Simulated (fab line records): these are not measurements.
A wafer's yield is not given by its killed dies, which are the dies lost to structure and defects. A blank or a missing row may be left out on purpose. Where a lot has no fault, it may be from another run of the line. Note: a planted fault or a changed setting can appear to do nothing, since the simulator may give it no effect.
The tool behind it: which one? + flow n5-finfet + Sampling: 10 lots, 29 wafers, 4 of 1938 route steps

WHAT EACH GAUGE READ, for each wafer
N5_BEOL_M15_OVL_MEAS_11. Usual: V14_OVL typically reads -1 nm, with standard deviation 5.5.
| lot  | measured     | on         | V14_OVL (nm) | flag |
|------|--------------|------------|--------------|------|
| L670 | day 11 08:50 | overlay-01 | 1 6          |      |
| L671 | day 11 14:22 | overlay-01 | -6 0 -2      |      |
| L673 | day 11 23:34 | overlay-01 | -2 0 -5      |      |
| L675 | day 12 04:31 | overlay-01 | -15 -11 -8   |      |
| L678 | day 13 15:29 | overlay-01 | 0 5 -3       |      |
| L679 | day 14 01:40 | overlay-01 | 0 -9 -6      |      |
| L680 | day 14 02:47 | overlay-02 | -2 -8 10     |      |
| L684 | day 15 17:29 | overlay-01 | 10 12 6      |      |
| L688 | day 16 15:58 | overlay-01 | 0 -5 -6      |      |
| L690 | day 16 16:47 | overlay-02 | 11 6 -7      |      |

N5_BEOL_M15_CD_MEAS_28 targets a cd of 407.6 nm. Usual: 407.2 nm for cd-nm, sd 2.4.
| lot  | measured     | on        | cd-nm (nm)        | flag |
|------|--------------|-----------|-------------------|------|
| L670 | day 11 10:35 | cd-sem-01 | 404.2 405.3       |      |
| L671 | day 11 15:59 | cd-sem-03 | 407.3 405.0 406.0 |      |
| L673 | day 12 01:00 | cd-sem-03 | 407.8 407.4 407.1 |      |
| L675 | day 12 06:10 | cd-sem-01 | 404.0 405.8 404.7 |      |
| L678 | day 13 17:04 | cd-sem-01 | 405.3 404.3 404.1 |      |
| L679 | day 14 03:08 | cd-sem-03 | 409.2 407.3 406.9 |      |
| L680 | day 14 04:15 | cd-sem-03 | 410.8 409.9 408.5 |      |
| L684 | day 15 19:02 | cd-sem-03 | 411.1 410.1 411.1 |      |
| L688 | day 16 17:35 | cd-sem-03 | 422.4 470.6 430.9 | OFF  |
| L690 | day 16 18:20 | cd-sem-01 | 404.5 402.8 405.2 |      |

TOOL THAT RAN EACH LOT (tool first, then ch and the chambers of the sampled wafers, then the start)
| lot  | N5_BEOL_M15_ETCH_57                | N5_BEOL_M15_EXPOSE_25             |
|------|------------------------------------|-----------------------------------|
| L670 | rie-diel-01 ch 0,1, day 11 09:41   | krf-scanner-02 ch 0, day 11 10:25 |
| L671 | rie-diel-03 ch 0,3, day 11 15:04   | krf-scanner-01 ch 0, day 11 15:49 |
| L673 | rie-diel-03 ch 0,1,3, day 12 00:14 | krf-scanner-01 ch 0, day 12 00:50 |
| L675 | rie-diel-01 ch 0,1,3, day 12 05:16 | krf-scanner-02 ch 0, day 12 05:59 |
| L678 | rie-diel-04 ch 0,1,3, day 13 16:17 | krf-scanner-02 ch 0, day 13 16:54 |
| L679 | rie-diel-03 ch 0,1, day 14 02:22   | krf-scanner-02 ch 0, day 14 02:59 |
| L680 | rie-diel-03 ch 0,2,3, day 14 03:28 | krf-scanner-02 ch 0, day 14 04:05 |
| L684 | rie-diel-01 ch 2,3, day 15 18:08   | krf-scanner-01 ch 0, day 15 18:52 |
| L688 | rie-diel-04 ch 0,1,3, day 16 16:41 | krf-scanner-01 ch 0, day 16 17:25 |
| L690 | rie-diel-03 ch 1,2, day 16 17:26   | krf-scanner-02 ch 0, day 16 18:10 |
- N5_BEOL_M15_ETCH_57: etches SOC in N2/H2, time 750 s.
- N5_BEOL_M15_EXPOSE_25: exposes mask M15, target cd 400 nm.

WHAT THE TOOLS THEMSELVES READ (means of the sampled wafers that have a number; where no wafer has one, the mark that the record gives instead)
N5_BEOL_M15_ETCH_57. Usual: drypump-motor-current-A 5.7 A, standard deviation 0.58; oes-product-au 0.80 a.u., standard deviation 0.088; rf-vpp-V 524.2 V, standard deviation 2.3; showerhead-plenum-p-Torr 2.56 Torr, standard deviation 0.076; throttle-valve-pct 17.71 %, standard deviation 0.27.
| lot  | tool        | drypump-motor-current-A (A) | oes-product-au (a.u.) | rf-vpp-V (V) | showerhead-plenum-p-Torr (Torr) | throttle-valve-pct (%) | flag |
|------|-------------|-----------------------------|-----------------------|--------------|---------------------------------|------------------------|------|
| L670 | rie-diel-01 | 5.0                         | 0.77                  | 524.6        | 2.54                            | 17.84                  |      |
| L671 | rie-diel-03 | 5.8                         | 0.74                  | 524.6        | 2.60                            | 17.56                  |      |
| L673 | rie-diel-03 | 5.5                         | 0.76                  | 525.4        | 2.57                            | 17.58                  |      |
| L675 | rie-diel-01 | 5.5                         | 0.81                  | 522.1        | 2.51                            | 17.77                  |      |
| L678 | rie-diel-04 | 6.3                         | 0.79                  | 522.8        | 2.52                            | 17.98                  |      |
| L679 | rie-diel-03 | 5.2                         | 0.76                  | 523.2        | 2.54                            | 17.58                  |      |
| L680 | rie-diel-03 | 5.6                         | 0.80                  | 525.5        | 2.62                            | 17.53                  |      |
| L684 | rie-diel-01 | 6.2                         | 0.86                  | 522.3        | 2.48                            | 17.57                  |      |
| L688 | rie-diel-04 | 6.3                         | 0.76                  | 523.5        | 2.51                            | 18.03                  |      |
| L690 | rie-diel-03 | 5.4                         | 0.76                  | 524.4        | 2.58                            | 17.64                  |      |

N5_BEOL_M15_EXPOSE_25. Usual: 35.49 for exposure-dose-mJ-cm2, sd 0.034.
| lot  | tool           | exposure-dose-mJ-cm2 | flag |
|------|----------------|----------------------|------|
| L670 | krf-scanner-02 | 35.49                |      |
| L671 | krf-scanner-01 | 35.53                |      |
| L673 | krf-scanner-01 | 35.48                |      |
| L675 | krf-scanner-02 | 35.52                |      |
| L678 | krf-scanner-02 | 35.46                |      |
| L679 | krf-scanner-02 | 35.46                |      |
| L680 | krf-scanner-02 | 35.51                |      |
| L684 | krf-scanner-01 | 35.52                |      |
| L688 | krf-scanner-01 | 32.94                | OFF  |
| L690 | krf-scanner-02 | 35.53                |      |

THE ANSWER, worked out from the rows above alone
Rule: a lot is off if the mean of its wafers that have a number lies more than 3 standard deviations from the usual mean. A lot without any number at a reading at which 4 lots or more have one is off too. The other lots that the step has rows for count as sound. First the gauges in route order, then the tools' own readings, where a lot's mean is used as printed above. At the first step where some lot is off, the reading lying furthest off is the one used; lots without a number count as furthest.
Off: L688, at N5_BEOL_M15_CD_MEAS_28 (cd-nm).
A tool fits if, at a process step before that reading, it ran every lot that is off, and no sound lot after the first of them. The gauges at N5_BEOL_M15_CD_MEAS_28 aren't tried: what is off there is off at N5_BEOL_M15_EXPOSE_25 too, on other tools, and a gauge's error can't cause that. 2 tools fit, rie-diel-04 at N5_BEOL_M15_ETCH_57 and krf-scanner-01 at N5_BEOL_M15_EXPOSE_25, so this cannot tell which one it is.

WHAT THE SIMULATOR HAD INSERTED
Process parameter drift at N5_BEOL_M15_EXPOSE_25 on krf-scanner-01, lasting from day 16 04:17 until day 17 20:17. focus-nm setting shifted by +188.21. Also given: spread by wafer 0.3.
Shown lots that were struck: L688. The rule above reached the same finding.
